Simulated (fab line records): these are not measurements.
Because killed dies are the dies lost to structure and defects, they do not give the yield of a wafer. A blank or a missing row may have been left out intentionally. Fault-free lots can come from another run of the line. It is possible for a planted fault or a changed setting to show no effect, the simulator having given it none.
Split-lot experiment :: flow n5-finfet :: on a route of 1938 steps: 7 lots, 39 wafers read

== ON THE SPLIT ==
At N5_MOL_CONTACT_COAG_CVD_140 (deposits W, target thk 66.5 nm, time 215 s), the setting target-thk-a was moved away from the recipe's 665 angstrom on 12 of the 39 wafers read, by -4.3% to +12.8%. All remaining wafers had this setting at the recipe value.

Reading taken at the split's own step.

== THE READING ==
W_of_MOL_CONTACT_COAG_CVD_140.thk-nm (the simulator's own value, which no gauge read), in nm, at N5_MOL_CONTACT_COAG_CVD_140 (deposits W, target thk 66.5 nm, time 215 s). The file does not state a usual value for it. Across the 27 wafers here that went through the recipe, the average is 66.3 nm and the standard deviation 0.65 nm.

wafer: L076.1
tool, chamber at the split: cvd-w-02, 1,0
target-thk-a as run, angstrom: 665
against the recipe: recipe
W_of_MOL_CONTACT_COAG_CVD_140.thk-nm, nm: 66.6
against lot-mates on the recipe: -

wafer: L076.3
tool, chamber at the split: cvd-w-02, 1,0
target-thk-a as run, angstrom: 665
against the recipe: recipe
W_of_MOL_CONTACT_COAG_CVD_140.thk-nm, nm: 66.6
against lot-mates on the recipe: -

wafer: L076.2
tool, chamber at the split: cvd-w-02, 0,1
target-thk-a as run, angstrom: 665
against the recipe: recipe
W_of_MOL_CONTACT_COAG_CVD_140.thk-nm, nm: 66
against lot-mates on the recipe: -

wafer: L076.4
tool, chamber at the split: cvd-w-02, 0,1
target-thk-a as run, angstrom: 665
against the recipe: recipe
W_of_MOL_CONTACT_COAG_CVD_140.thk-nm, nm: 66
against lot-mates on the recipe: -

wafer: L076.5
tool, chamber at the split: cvd-w-02, 0
target-thk-a as run, angstrom: 665
against the recipe: recipe
W_of_MOL_CONTACT_COAG_CVD_140.thk-nm, nm: 65.8
against lot-mates on the recipe: -

wafer: L076.6
tool, chamber at the split: cvd-w-02, 1
target-thk-a as run, angstrom: 665
against the recipe: recipe
W_of_MOL_CONTACT_COAG_CVD_140.thk-nm, nm: 66.4
against lot-mates on the recipe: -

wafer: L079.1
tool, chamber at the split: cvd-w-02, 0,1,0
target-thk-a as run, angstrom: 665
against the recipe: recipe
W_of_MOL_CONTACT_COAG_CVD_140.thk-nm, nm: 66.2
against lot-mates on the recipe: -

wafer: L079.5
tool, chamber at the split: cvd-w-02, 0,1,0
target-thk-a as run, angstrom: 665
against the recipe: recipe
W_of_MOL_CONTACT_COAG_CVD_140.thk-nm, nm: 66.2
against lot-mates on the recipe: -

wafer: L079.6
tool, chamber at the split: cvd-w-02, 0,1,0
target-thk-a as run, angstrom: 665
against the recipe: recipe
W_of_MOL_CONTACT_COAG_CVD_140.thk-nm, nm: 66.2
against lot-mates on the recipe: -

wafer: L079.2
tool, chamber at the split: cvd-w-02, 1
target-thk-a as run, angstrom: 665
against the recipe: recipe
W_of_MOL_CONTACT_COAG_CVD_140.thk-nm, nm: 65.4
against lot-mates on the recipe: -

wafer: L079.3
tool, chamber at the split: cvd-w-02, 0,1
target-thk-a as run, angstrom: 665
against the recipe: recipe
W_of_MOL_CONTACT_COAG_CVD_140.thk-nm, nm: 65.6
against lot-mates on the recipe: -

wafer: L079.4
tool, chamber at the split: cvd-w-02, 0,1
target-thk-a as run, angstrom: 665
against the recipe: recipe
W_of_MOL_CONTACT_COAG_CVD_140.thk-nm, nm: 65.6
against lot-mates on the recipe: -

wafer: L083.1
tool, chamber at the split: cvd-w-01, 1
target-thk-a as run, angstrom: 721.4
against the recipe: +8.5%
W_of_MOL_CONTACT_COAG_CVD_140.thk-nm, nm: 71.2
against lot-mates on the recipe: +5.2

wafer: L083.2
tool, chamber at the split: cvd-w-01, 0
target-thk-a as run, angstrom: 665
against the recipe: recipe
W_of_MOL_CONTACT_COAG_CVD_140.thk-nm, nm: 66
against lot-mates on the recipe: -

wafer: L083.3
tool, chamber at the split: cvd-w-01, 1
target-thk-a as run, angstrom: 721.4
against the recipe: +8.5%
W_of_MOL_CONTACT_COAG_CVD_140.thk-nm, nm: 71
against lot-mates on the recipe: +5.0

wafer: L083.4
tool, chamber at the split: cvd-w-01, 0
target-thk-a as run, angstrom: 665
against the recipe: recipe
W_of_MOL_CONTACT_COAG_CVD_140.thk-nm, nm: 65.6
against lot-mates on the recipe: -

wafer: L083.5
tool, chamber at the split: cvd-w-01, 0
target-thk-a as run, angstrom: 721.4
against the recipe: +8.5%
W_of_MOL_CONTACT_COAG_CVD_140.thk-nm, nm: 71.6
against lot-mates on the recipe: +5.6

wafer: L083.6
tool, chamber at the split: cvd-w-01, 1
target-thk-a as run, angstrom: 665
against the recipe: recipe
W_of_MOL_CONTACT_COAG_CVD_140.thk-nm, nm: 66.4
against lot-mates on the recipe: -

wafer: L087.1
tool, chamber at the split: cvd-w-01, 1,0
target-thk-a as run, angstrom: 636.3
against the recipe: -4.3%
W_of_MOL_CONTACT_COAG_CVD_140.thk-nm, nm: 63.2
against lot-mates on the recipe: -3.3

wafer: L087.2
tool, chamber at the split: cvd-w-01, 1,0
target-thk-a as run, angstrom: 636.3
against the recipe: -4.3%
W_of_MOL_CONTACT_COAG_CVD_140.thk-nm, nm: 63.2
against lot-mates on the recipe: -3.3

wafer: L087.3
tool, chamber at the split: cvd-w-01, 1,0
target-thk-a as run, angstrom: 665
against the recipe: recipe
W_of_MOL_CONTACT_COAG_CVD_140.thk-nm, nm: 66.4
against lot-mates on the recipe: -

wafer: L087.4
tool, chamber at the split: cvd-w-01, 1,0
target-thk-a as run, angstrom: 665
against the recipe: recipe
W_of_MOL_CONTACT_COAG_CVD_140.thk-nm, nm: 66.4
against lot-mates on the recipe: -

wafer: L087.5
tool, chamber at the split: cvd-w-01, 0
target-thk-a as run, angstrom: 665
against the recipe: recipe
W_of_MOL_CONTACT_COAG_CVD_140.thk-nm, nm: 66.6
against lot-mates on the recipe: -

wafer: L087.6
tool, chamber at the split: cvd-w-01, 1
target-thk-a as run, angstrom: 636.3
against the recipe: -4.3%
W_of_MOL_CONTACT_COAG_CVD_140.thk-nm, nm: 63.8
against lot-mates on the recipe: -2.7

wafer: L089.1
tool, chamber at the split: cvd-w-01, 0
target-thk-a as run, angstrom: 665
against the recipe: recipe
W_of_MOL_CONTACT_COAG_CVD_140.thk-nm, nm: 66.4
against lot-mates on the recipe: -

wafer: L089.2
tool, chamber at the split: cvd-w-01, 1
target-thk-a as run, angstrom: 740.4
against the recipe: +11.3%
W_of_MOL_CONTACT_COAG_CVD_140.thk-nm, nm: 75.6
against lot-mates on the recipe: +9.0

wafer: L089.3
tool, chamber at the split: cvd-w-01, 1
target-thk-a as run, angstrom: 740.4
against the recipe: +11.3%
W_of_MOL_CONTACT_COAG_CVD_140.thk-nm, nm: 75
against lot-mates on the recipe: +8.4

wafer: L089.4
tool, chamber at the split: cvd-w-01, 0
target-thk-a as run, angstrom: 665
against the recipe: recipe
W_of_MOL_CONTACT_COAG_CVD_140.thk-nm, nm: 66.6
against lot-mates on the recipe: -

wafer: L089.5
tool, chamber at the split: cvd-w-01, 1
target-thk-a as run, angstrom: 740.4
against the recipe: +11.3%
W_of_MOL_CONTACT_COAG_CVD_140.thk-nm, nm: 74.2
against lot-mates on the recipe: +7.6

wafer: L089.6
tool, chamber at the split: cvd-w-01, 0
target-thk-a as run, angstrom: 665
against the recipe: recipe
W_of_MOL_CONTACT_COAG_CVD_140.thk-nm, nm: 66.8
against lot-mates on the recipe: -

wafer: L091.1
tool, chamber at the split: cvd-w-02, 1
target-thk-a as run, angstrom: 665
against the recipe: recipe
W_of_MOL_CONTACT_COAG_CVD_140.thk-nm, nm: 65.6
against lot-mates on the recipe: -

wafer: L091.2
tool, chamber at the split: cvd-w-02, 0
target-thk-a as run, angstrom: 749.9
against the recipe: +12.8%
W_of_MOL_CONTACT_COAG_CVD_140.thk-nm, nm: 74.6
against lot-mates on the recipe: +9.0

wafer: L091.3
tool, chamber at the split: cvd-w-02, 1
target-thk-a as run, angstrom: 665
against the recipe: recipe
W_of_MOL_CONTACT_COAG_CVD_140.thk-nm, nm: 65.2
against lot-mates on the recipe: -

wafer: L091.4
tool, chamber at the split: cvd-w-02, 0
target-thk-a as run, angstrom: 749.9
against the recipe: +12.8%
W_of_MOL_CONTACT_COAG_CVD_140.thk-nm, nm: 74.2
against lot-mates on the recipe: +8.6

wafer: L091.5
tool, chamber at the split: cvd-w-02, 0
target-thk-a as run, angstrom: 749.9
against the recipe: +12.8%
W_of_MOL_CONTACT_COAG_CVD_140.thk-nm, nm: 74.4
against lot-mates on the recipe: +8.8

wafer: L091.6
tool, chamber at the split: cvd-w-02, 1
target-thk-a as run, angstrom: 665
against the recipe: recipe
W_of_MOL_CONTACT_COAG_CVD_140.thk-nm, nm: 66
against lot-mates on the recipe: -

wafer: L093.1
tool, chamber at the split: cvd-w-01, 0
target-thk-a as run, angstrom: 665
against the recipe: recipe
W_of_MOL_CONTACT_COAG_CVD_140.thk-nm, nm: 67.2
against lot-mates on the recipe: -

wafer: L093.3
tool, chamber at the split: cvd-w-01, 0
target-thk-a as run, angstrom: 665
against the recipe: recipe
W_of_MOL_CONTACT_COAG_CVD_140.thk-nm, nm: 68.2
against lot-mates on the recipe: -

wafer: L093.5
tool, chamber at the split: cvd-w-01, 1
target-thk-a as run, angstrom: 665
against the recipe: recipe
W_of_MOL_CONTACT_COAG_CVD_140.thk-nm, nm: 67.6
against lot-mates on the recipe: -
The file does not say which wafer passed through which chamber wherever a row lists several chambers: such a row stands for several wafers.

FIT RESULTS
A straight line over all 39 wafers: W_of_MOL_CONTACT_COAG_CVD_140.thk-nm changes by +0.672 nm for each +1% of target-thk-a; r = +0.98; the points scatter about the line by 0.7 nm.
The same after taking each lot's own level away (the mean of its wafers on the recipe; 39 wafers): +0.695 nm for each +1%; r = +0.99; scatter 0.4 nm.
That fit puts the effect of the largest move of target-thk-a on the reading at 8.9 nm.
Measured against the standard deviation above, the lots' own levels, which go from 65.60 to 67.67 nm, span 3.2 times it.
Hence the lot-to-lot level has little effect on the slope; both slopes agree.
Check: +8.82 nm against its lot-mates is what the line predicts for one of the wafers moved furthest among these (+12.8%) when that wafer is left out of the fit. Against them it came out at +9 nm.

== THESE WAFERS: OTHER SPLITS ==
Other splits were also applied to these wafers ahead of the reading. Each is held against what the fit with the lots' levels taken away leaves over:
other split on the same wafers: N5_DUMMY_GATE_ETCH_31 target-depth-a
wafers away from the commonest value: 15
r with W_of_MOL_CONTACT_COAG_CVD_140.thk-nm (lot level and that fit taken away): +0.05

other split on the same wafers: N5_DUMMY_GATE_ETCH_32 time-s
wafers away from the commonest value: 15
r with W_of_MOL_CONTACT_COAG_CVD_140.thk-nm (lot level and that fit taken away): -0.01

other split on the same wafers: N5_DUMMY_GATE_ETCH_42 bias-w
wafers away from the commonest value: 12
r with W_of_MOL_CONTACT_COAG_CVD_140.thk-nm (lot level and that fit taken away): -0.18

other split on the same wafers: N5_MOL_CONTACT_COAG_ETCH_67 target-depth-a
wafers away from the commonest value: 18
r with W_of_MOL_CONTACT_COAG_CVD_140.thk-nm (lot level and that fit taken away): -0.03

== THE FILE'S OWN FIT ==
W_of_MOL_CONTACT_COAG_CVD_140.thk-nm changes by +0.693 nm for each +1% of target-thk-a, r = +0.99.
